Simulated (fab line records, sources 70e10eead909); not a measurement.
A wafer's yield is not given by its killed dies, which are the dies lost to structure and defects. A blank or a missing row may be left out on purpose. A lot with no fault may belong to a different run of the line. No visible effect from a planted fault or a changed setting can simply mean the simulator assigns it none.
What tool caused it?	flow nand_harc	24 lots, 72 wafers sampled, at 6 steps of a route of 1159

WHAT EACH GAUGE READ, for each wafer
NHARC_A_SGD_CUT_CD_MEAS_09: target cd 100 nm. Usual: cd_nm at 100.2 nm, with a standard deviation of 0.49.
lot	measured	on	cd_nm (nm)	flag
L074	day 13 16:04	cd_sem-02	100.3 99.7 100.3	
L075	day 13 16:31	cd_sem-02	101.0 101.4 100.5	
L077	day 14 04:55	cd_sem-01	100.1 100.5 100.1	
L076	day 14 05:10	cd_sem-01	100.4 100.4 100.6	
L078	day 14 12:20	cd_sem-01	100.3 99.8 100.5	
L080	day 15 05:52	cd_sem-03	100.5 100.3 100.5	
L081	day 15 06:14	cd_sem-02	100.0 100.4 100.2	
L079	day 15 06:55	cd_sem-01	100.5 100.3 100.7	
L082	day 16 03:07	cd_sem-01	98.8 99.4 99.7	
L083	day 16 03:49	cd_sem-03	100.2 99.9 99.7	
L084	day 16 10:02	cd_sem-03	100.1 99.7 100.1	
L088	day 16 20:18	cd_sem-01	100.3 100.4 100.8	
L085	day 16 20:32	cd_sem-03	100.2 99.8 100.2	
L087	day 16 21:18	cd_sem-03	100.6 100.5 100.3	
L086	day 17 01:38	cd_sem-02	100.2 100.0 101.0	
L090	day 17 08:44	cd_sem-01	100.2 100.3 100.8	
L089	day 17 08:56	cd_sem-01	100.9 100.6 101.0	
L092	day 18 13:51	cd_sem-01	100.3 100.8 100.3	
L094	day 18 14:02	cd_sem-02	99.6 100.3 100.1	
L091	day 18 14:23	cd_sem-03	100.1 100.5 99.9	
L093	day 18 15:31	cd_sem-02	100.1 100.3 99.8	
L097	day 19 04:58	cd_sem-01	99.6 99.1 99.4	
L095	day 19 05:18	cd_sem-02	100.3 99.7 100.1	
L096	day 19 06:54	cd_sem-01	99.5 100.0 99.9	

NHARC_A_SLIT_OVL_MEAS_10. Usual: overlay_x_nm 0.0 nm, standard deviation 0.84; overlay_y_nm 0.0 nm, standard deviation 0.92.
lot	measured	on	overlay_x_nm (nm)	overlay_y_nm (nm)	flag
L074	day 14 01:41	overlay-02	-0.2 -0.5 0.3	0.6 0.0 0.1	
L075	day 14 01:50	overlay-02	1.1 1.2 1.6	-0.2 -0.1 -0.4	
L077	day 14 15:17	overlay-02	0.0 0.6 0.9	0.5 -0.5 -0.4	
L076	day 14 15:37	overlay-01	-0.3 -0.1 -1.0	0.2 -0.1 0.1	
L078	day 15 01:20	overlay-01	-0.6 -1.4 -0.7	0.7 1.1 0.6	
L080	day 15 15:47	overlay-01	2.2 1.8 2.0	0.8 0.7 1.1	
L081	day 15 15:37	overlay-02	-0.3 -0.4 -0.4	-0.2 -0.6 0.2	
L079	day 15 16:19	overlay-01	1.0 1.3 1.0	-1.3 -1.2 -1.4	
L082	day 16 19:49	overlay-02	-1.0 -1.0 -0.8	-0.8 -1.0 -0.6	
L083	day 16 19:39	overlay-01	-0.1 -0.3 -0.8	-0.5 -1.5 -1.1	
L084	day 16 22:27	overlay-01	-1.3 -1.5 -0.9	-0.2 -0.8 -0.6	
L088	day 17 07:37	overlay-01	-0.3 -0.1 -0.1	-0.1 0.9 -0.4	
L085	day 17 08:33	overlay-01	1.4 0.5 0.9	1.0 0.1 -0.1	
L087	day 17 07:50	overlay-02	-0.6 -0.7 -0.8	0.3 0.0 0.1	
L086	day 17 11:14	overlay-01	0.4 0.1 0.5	0.1 0.3 0.5	
L090	day 17 18:29	overlay-02	-0.1 -0.5 -0.3	-1.1 -1.1 -1.4	
L089	day 17 18:28	overlay-01	0.2 0.3 -0.1	1.0 0.1 0.8	
L092	day 18 23:28	overlay-01	-0.7 -0.7 -0.9	-1.3 -1.2 -1.0	
L094	day 19 00:59	overlay-01	0.6 0.1 -0.1	-1.4 -1.1 -1.3	
L091	day 19 01:23	overlay-02	1.2 0.6 0.3	0.7 1.3 1.8	
L093	day 19 00:50	overlay-02	-0.4 -0.8 -0.6	2.3 2.2 2.8	
L097	day 19 16:14	overlay-01	0.8 0.8 0.7	-1.0 -0.7 -0.9	
L095	day 19 17:53	overlay-02	-0.7 -0.7 -0.5	-0.2 -0.4 0.3	
L096	day 19 16:36	overlay-01	-0.5 -0.6 -0.4	-0.1 0.0 0.6	

NHARC_A_SLIT_INSPECT_11. Usual: raw_defect_count at 23, with a standard deviation of 10.
lot	measured	on	raw_defect_count	flag
L074	day 14 01:43	defect_inspect-01	25 27 38	
L075	day 14 01:52	defect_inspect-01	19 20 30	
L077	day 14 15:19	defect_inspect-01	20 22 21	
L076	day 14 15:40	defect_inspect-01	15 21 15	
L078	day 15 01:22	defect_inspect-02	18 21 8	
L080	day 15 15:50	defect_inspect-01	35 27 28	
L081	day 15 15:39	defect_inspect-02	11 8 10	
L079	day 15 16:22	defect_inspect-01	28 37 37	
L082	day 16 19:52	defect_inspect-02	16 13 10	
L083	day 16 19:41	defect_inspect-02	36 29 32	
L084	day 16 22:29	defect_inspect-02	9 7 12	
L088	day 17 07:38	defect_inspect-02	23 13 16	
L085	day 17 08:35	defect_inspect-01	27 21 35	
L087	day 17 07:52	defect_inspect-02	15 12 10	
L086	day 17 11:17	defect_inspect-02	21 22 31	
L090	day 17 18:31	defect_inspect-02	39 27 27	
L089	day 17 18:30	defect_inspect-01	8 17 11	
L092	day 18 23:30	defect_inspect-02	41 35 39	
L094	day 19 01:01	defect_inspect-02	29 45 45	
L091	day 19 01:25	defect_inspect-02	37 34 35	
L093	day 19 00:52	defect_inspect-02	8 19 28	
L097	day 19 16:16	defect_inspect-02	14 19 15	
L095	day 19 17:55	defect_inspect-01	11 11 17	
L096	day 19 16:38	defect_inspect-02	39 32 33	

NHARC_A_SLIT_CD_MEAS_21. Usual: cd_nm at 289.6 nm, with a standard deviation of 0.66.
lot	measured	on	cd_nm (nm)	flag
L074	day 14 05:12	cd_sem-02	290.8 289.6 290.2	
L075	day 14 06:53	cd_sem-01	290.4 290.4 290.8	
L077	day 14 18:47	cd_sem-03	290.4 289.9 290.0	
L076	day 14 20:28	cd_sem-03	289.2 289.4 289.4	
L078	day 15 04:50	cd_sem-03	287.7 288.3 288.3	
L080	day 15 19:17	cd_sem-01	289.9 289.6 290.4	
L081	day 15 19:15	cd_sem-03	290.0 290.5 290.0	
L079	day 15 20:55	cd_sem-03	289.4 290.0 290.2	
L082	day 17 00:49	cd_sem-03	289.7 290.4 290.9	
L083	day 16 23:09	cd_sem-03	288.6 289.5 289.0	
L084	day 17 02:29	cd_sem-02	289.2 289.4 288.7	
L088	day 17 13:08	cd_sem-03	288.9 289.2 289.0	
L085	day 17 14:47	cd_sem-02	289.9 289.5 289.4	
L087	day 17 13:17	cd_sem-02	289.9 289.1 289.0	
L086	day 17 14:59	cd_sem-03	290.2 290.7 289.8	
L090	day 17 22:23	cd_sem-01	289.9 290.0 289.8	
L089	day 17 22:04	cd_sem-02	290.4 289.8 290.7	
L092	day 19 02:57	cd_sem-01	289.2 289.5 289.8	
L094	day 19 08:44	cd_sem-02	288.7 288.1 288.9	
L091	day 19 18:47	cd_sem-03	289.8 289.3 289.6	
L093	day 19 07:03	cd_sem-01	290.2 290.7 289.0	
L097	day 19 19:54	cd_sem-03	289.5 289.7 288.9	
L095	day 19 21:35	cd_sem-02	289.4 289.5 289.0	
L096	day 19 20:29	cd_sem-01	289.8 289.3 289.4	

WHAT TOOL EACH LOT RAN ON (gives the tool, then ch and the chambers of the sampled wafers, and finally the start)
lot	NHARC_A_STAIRCASE_STRIP_475	NHARC_A_SGD_CUT_DESCUM_14
L074	rie_diel-11 ch 0,2,3, day 13 16:04 or earlier	rie_diel-04 ch 1,2,3, day 13 16:15
L075	rie_diel-09 ch 0,1,2, day 13 16:31 or earlier	rie_diel-07 ch 0,2,3, day 13 16:43
L077	rie_diel-08 ch 1,2,3, day 14 04:55 or earlier	rie_diel-07 ch 0,3, day 14 05:07
L076	rie_diel-08 ch 0,2,3, day 14 05:10 or earlier	rie_diel-04 ch 1,2, day 14 05:22
L078	rie_diel-11 ch 0,2,3, day 14 12:20 or earlier	rie_diel-13 ch 1,2,3, day 14 12:31
L080	rie_diel-09 ch 0,3, day 15 04:21	rie_diel-07 ch 1,2,3, day 15 06:02
L081	rie_diel-08 ch 0,2,3, day 15 06:14 or earlier	rie_diel-04 ch 1,2, day 15 06:26
L079	rie_diel-11 ch 0,1,3, day 15 06:55 or earlier	rie_diel-13 ch 0,1,3, day 15 07:05
L082	rie_diel-09 ch 0,1,3, day 16 03:07 or earlier	rie_diel-13 ch 0,2,3, day 16 03:19
L083	rie_diel-09 ch 1,2,3, day 16 03:49 or earlier	rie_diel-04 ch 0,1,2, day 16 04:01
L084	rie_diel-09 ch 0,1,3, day 16 10:02 or earlier	rie_diel-13 ch 0,2, day 16 10:13
L088	rie_diel-09 ch 0,2,3, day 16 20:18 or earlier	rie_diel-13 ch 2,3, day 16 20:29
L085	rie_diel-08 ch 0,2,3, day 16 20:32 or earlier	rie_diel-04 ch 0,2, day 16 20:43
L087	rie_diel-09 ch 0,1,3, day 16 21:18 or earlier	rie_diel-07 ch 0,2,3, day 16 21:29
L086	rie_diel-09 ch 0,2,3, day 17 01:38 or earlier	rie_diel-04 ch 0,1,2, day 17 01:50
L090	rie_diel-09 ch 0,1,2, day 17 08:44 or earlier	rie_diel-04 ch 0,2,3, day 17 08:56
L089	rie_diel-09 ch 0,1,2, day 17 08:56 or earlier	rie_diel-07 ch 0,1,2, day 17 09:08
L092	rie_diel-09 ch 1,2,3, day 18 13:51 or earlier	rie_diel-07 ch 0,2,3, day 18 14:02
L094	rie_diel-11 ch 1,2, day 18 14:02 or earlier	rie_diel-04 ch 0,1,3, day 18 14:13
L091	rie_diel-09 ch 0,3, day 18 14:23 or earlier	rie_diel-13 ch 0,1,2, day 18 14:34
L093	rie_diel-08 ch 0,1, day 18 13:53	rie_diel-07 ch 0,1,2, day 18 15:42
L097	rie_diel-11 ch 0,2,3, day 19 04:58 or earlier	rie_diel-04 ch 0,1,3, day 19 05:10
L095	rie_diel-11 ch 0,3, day 19 05:18 or earlier	rie_diel-13 ch 0,3, day 19 05:29
L096	rie_diel-11 ch 1,2,3, day 19 06:54 or earlier	rie_diel-04 ch 0,1,2, day 19 07:05
- NHARC_A_STAIRCASE_STRIP_475: strips in O2, time 20 s.
- NHARC_A_SGD_CUT_DESCUM_14: chemistry O2, time 3 s.

WHAT THE TOOLS THEMSELVES READ (means of the sampled wafers that have a number; where no wafer has one, the mark that the record gives instead)
NHARC_A_STAIRCASE_STRIP_475. Usual: drypump_motor_current_A 5.5 A, standard deviation 0.53; oes_product_au 0.999 a.u., standard deviation 0.0066; rf_vpp_V 57.7 V, standard deviation 0.91; showerhead_plenum_p_Torr 3.53 Torr, standard deviation 0.14; throttle_valve_pct 17.038 %, standard deviation 0.0092.
lot	tool	drypump_motor_current_A (A)	oes_product_au (a.u.)	rf_vpp_V (V)	showerhead_plenum_p_Torr (Torr)	throttle_valve_pct (%)	flag
L074	rie_diel-11	6.1	0.996	56.7	3.48	17.045	
L075	rie_diel-09	4.9	1.000	56.8	3.50	17.035	
L077	rie_diel-08	5.5	0.995	57.7	3.50	17.039	
L076	rie_diel-08	5.7	0.999	57.9	3.61	17.043	
L078	rie_diel-11	6.1	1.002	57.1	3.47	17.045	
L080	rie_diel-09	5.4	0.996	58.5	3.70	17.027	
L081	rie_diel-08	5.7	0.992	57.9	3.60	17.044	
L079	rie_diel-11	6.2	0.998	56.7	3.52	17.039	
L082	rie_diel-09	5.2	1.006	57.8	3.59	17.034	
L083	rie_diel-09	5.1	0.991	57.6	3.58	17.029	
L084	rie_diel-09	5.1	1.007	57.6	3.59	17.041	
L088	rie_diel-09	5.2	1.009	58.0	3.59	17.032	
L085	rie_diel-08	5.6	1.001	58.3	3.60	17.044	
L087	rie_diel-09	5.2	0.997	57.7	3.59	17.034	
L086	rie_diel-09	5.2	1.002	57.3	3.59	17.046	
L090	rie_diel-09	5.0	0.999	57.7	3.48	17.033	
L089	rie_diel-09	5.0	1.003	57.8	3.48	17.043	
L092	rie_diel-09	5.1	0.999	57.7	3.57	17.039	
L094	rie_diel-11	6.1	1.003	57.9	3.58	17.037	
L091	rie_diel-09	5.4	0.998	58.1	3.68	17.042	
L093	rie_diel-08	6.0	0.997	57.6	3.52	17.039	
L097	rie_diel-11	6.1	0.999	58.7	3.45	17.027	
L095	rie_diel-11	6.2	0.999	58.6	3.48	17.030	
L096	rie_diel-11	6.2	1.009	57.5	3.47	17.033	

NHARC_A_SGD_CUT_DESCUM_14. Usual: drypump_motor_current_A 5.6 A, standard deviation 0.46; oes_product_au 0.999 a.u., standard deviation 0.0064; rf_vpp_V 57.7 V, standard deviation 0.94; showerhead_plenum_p_Torr 1.92 Torr, standard deviation 0.083; throttle_valve_pct 11.313 %, standard deviation 0.0089.
lot	tool	drypump_motor_current_A (A)	oes_product_au (a.u.)	rf_vpp_V (V)	showerhead_plenum_p_Torr (Torr)	throttle_valve_pct (%)	flag
L074	rie_diel-04	5.7	0.990	57.1	1.89	11.316	
L075	rie_diel-07	5.8	1.009	58.4	1.99	11.311	
L077	rie_diel-07	5.6	1.002	58.0	2.00	11.315	
L076	rie_diel-04	5.7	0.995	59.0	1.96	11.311	
L078	rie_diel-13	5.7	1.000	58.8	1.91	11.319	
L080	rie_diel-07	5.6	1.000	57.7	1.95	11.308	
L081	rie_diel-04	5.3	0.998	58.3	1.95	11.308	
L079	rie_diel-13	5.8	1.001	57.9	1.95	11.310	
L082	rie_diel-13	5.6	0.999	57.5	1.91	11.314	
L083	rie_diel-04	5.4	1.002	58.0	1.94	11.309	
L084	rie_diel-13	5.4	1.001	58.0	1.91	11.317	
L088	rie_diel-13	5.8	1.000	58.7	1.91	11.323	
L085	rie_diel-04	5.5	0.998	58.0	1.93	11.314	
L087	rie_diel-07	5.8	0.999	57.7	1.99	11.310	
L086	rie_diel-04	5.4	0.998	58.0	1.94	11.319	
L090	rie_diel-04	5.8	1.001	57.0	1.89	11.328	
L089	rie_diel-07	5.5	1.007	57.3	1.90	11.307	
L092	rie_diel-07	5.8	0.995	57.9	1.99	11.310	
L094	rie_diel-04	5.4	0.996	57.9	1.87	11.303	
L091	rie_diel-13	5.5	1.002	57.6	1.90	11.317	
L093	rie_diel-07	5.5	0.989	57.4	1.90	11.317	
L097	rie_diel-04	5.4	1.001	57.9	1.87	11.311	
L095	rie_diel-13	5.8	0.999	57.1	1.96	11.313	
L096	rie_diel-04	5.4	0.993	57.2	1.94	11.304	

THE ANSWER, worked out from the rows above alone
Rule: a lot is off if the mean of its wafers that have a number lies more than 3 standard deviations from the usual mean. Also off: a lot with no number at a reading for which 4 or more lots have one. The other lots that the step has rows for count as sound. First the gauges in route order, then the tools' own readings, where a lot's mean is used as printed above. At the first step where some lot is off, the reading lying furthest off is the one used; lots without a number count as furthest.
No lot is off at any reading shown: from this, nothing can be told.

WHAT THE SIMULATOR PUT IN
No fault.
